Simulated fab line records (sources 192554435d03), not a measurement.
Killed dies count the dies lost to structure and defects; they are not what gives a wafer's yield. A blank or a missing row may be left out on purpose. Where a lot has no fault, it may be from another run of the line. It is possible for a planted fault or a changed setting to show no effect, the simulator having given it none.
Split-lot trial + flow n5-finfet + on a route of 1938 steps: 7 lots, 21 wafers read

== THE SPLIT ==
At N5_SD_EPI_P_PEB_07 (peb time 60 s), the setting peb-time-s was moved away from the recipe's 60 s on 10 of the 21 wafers read, by -15.7% to +13.9%. The other wafers ran this setting at the recipe's value.

== FROM THE SPLIT TO THE READING: what the file shows between them, 2 steps ==
- N5_SD_EPI_P_DEVELOP_08: develop time 30 s
- N5_SD_EPI_P_CD_MEAS_09: target cd 240 nm

== THE READING ==
SD_EPI_P.cd-nm (the simulator's own value, which no gauge read), in nm, at N5_SD_EPI_P_DESCUM_14 (chemistry O2, time 7.9 s). The file does not state a usual value for it. The 11 wafers here that ran the recipe average 240.4 nm, standard deviation 1.6 nm.

| wafer  | tool, chamber at the split | peb-time-s as run, s | against the recipe | SD_EPI_P.cd-nm, nm | against lot-mates on the recipe |
|--------|----------------------------|----------------------|--------------------|--------------------|---------------------------------|
| L074.2 | litho-track-03, 0          | 60                   | recipe             | 238.2              | -                               |
| L074.3 | litho-track-03, 0          | 60                   | recipe             | 240.6              | -                               |
| L074.5 | litho-track-03, 0          | 51.26                | -14.6%             | 234.2              | -5.2                            |
| L076.1 | litho-track-03, 0          | 53.23                | -11.3%             | 236.4              | -4.6                            |
| L076.4 | litho-track-03, 0          | 60                   | recipe             | 241                | -                               |
| L076.6 | litho-track-03, 0          | 53.23                | -11.3%             | 239.2              | -1.8                            |
| L077.1 | litho-track-04, 0          | 56.42                | -6.0%              | 237.8              | -3.2                            |
| L077.3 | litho-track-04, 0          | 60                   | recipe             | 240.8              | -                               |
| L077.5 | litho-track-04, 0          | 60                   | recipe             | 241.2              | -                               |
| L082.2 | litho-track-04, 0          | 53.84                | -10.3%             | 238.8              | -3.4                            |
| L082.3 | litho-track-04, 0          | 53.84                | -10.3%             | 236.8              | -5.4                            |
| L082.6 | litho-track-04, 0          | 60                   | recipe             | 242.2              | -                               |
| L086.1 | litho-track-04, 0          | 50.58                | -15.7%             | 233.2              | -8.2                            |
| L086.2 | litho-track-04, 0          | 60                   | recipe             | 241.4              | -                               |
| L086.5 | litho-track-04, 0          | 50.58                | -15.7%             | 232.8              | -8.6                            |
| L091.1 | litho-track-01, 0          | 60                   | recipe             | 239.2              | -                               |
| L091.2 | litho-track-01, 0          | 60                   | recipe             | 238.6              | -                               |
| L091.6 | litho-track-01, 0          | 60                   | recipe             | 238                | -                               |
| L097.1 | litho-track-04, 0          | 68.31                | +13.9%             | 248                | +4.8                            |
| L097.4 | litho-track-04, 0          | 60                   | recipe             | 243.2              | -                               |
| L097.5 | litho-track-04, 0          | 68.31                | +13.9%             | 243.6              | +0.4                            |

THE FIT
A straight line over all 21 wafers: SD_EPI_P.cd-nm changes by +0.382 nm for each +1% of peb-time-s; r = +0.88; the points scatter about the line by 1.7 nm.
The same after taking each lot's own level away (the mean of its wafers on the recipe; 21 wafers): +0.35 nm for each +1%; r = +0.89; scatter 1.5 nm.
Per that fit: largest peb-time-s move, reading shift of 5.5 nm.
Across the lots, their own levels run from 238.60 to 243.20 nm, a range of 2.9 times the standard deviation given above.
Hence the lot-to-lot level has little effect on the slope; both slopes agree.
Check: for one of the wafers moved furthest among these (-15.7%), held out of the fit, the line's prediction against its lot-mates is -5.63 nm. Against them it came out at -8.2 nm.

== THESE WAFERS: OTHER SPLITS ==
These wafers also went through other splits before the reading. Each is held against what the fit with the lots' levels taken away leaves over:
| other split on the same wafers  | wafers away from the commonest value | r with SD_EPI_P.cd-nm (lot level and that fit taken away) |
|---------------------------------|--------------------------------------|-----------------------------------------------------------|
| N5_FIN_CUT_EXPOSE_05 dose-mj    | 8                                    | +0.19                                                     |
| N5_DUMMY_GATE_COAT_35 spin-rpm  | 4                                    | +0.24                                                     |
| N5_DUMMY_GATE_EXPOSE_12 dose-mj | 5                                    | -0.02                                                     |
| N5_SD_EPI_P_EXPOSE_06 dose-mj   | 7                                    | +0.42                                                     |

== THE WHOLE CHAIN: every reading that the file lists as answering this split, in the file's order ==
| step                   | what it does             | reading                                                         | change (the file's fit)                                                                 | r (the file's) |
|------------------------|--------------------------|-----------------------------------------------------------------|-----------------------------------------------------------------------------------------|----------------|
| N5_SD_EPI_P_DESCUM_14  | chemistry O2, time 7.9 s | SD_EPI_P.cd-nm (the simulator's own value, which no gauge read) | +0.374 nm for each +1% of the setting                                                   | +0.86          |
| N5_SD_EPI_P_CD_MEAS_09 | target cd 240 nm         | cd-nm                                                           | +0.41 nm for each +1% of the setting, in a fit together with dose-mj@SD_EPI_P_EXPOSE_06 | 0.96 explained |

== FILE'S OWN FIT ==
SD_EPI_P.cd-nm changes by +0.374 nm for each +1% of peb-time-s, r = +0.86.
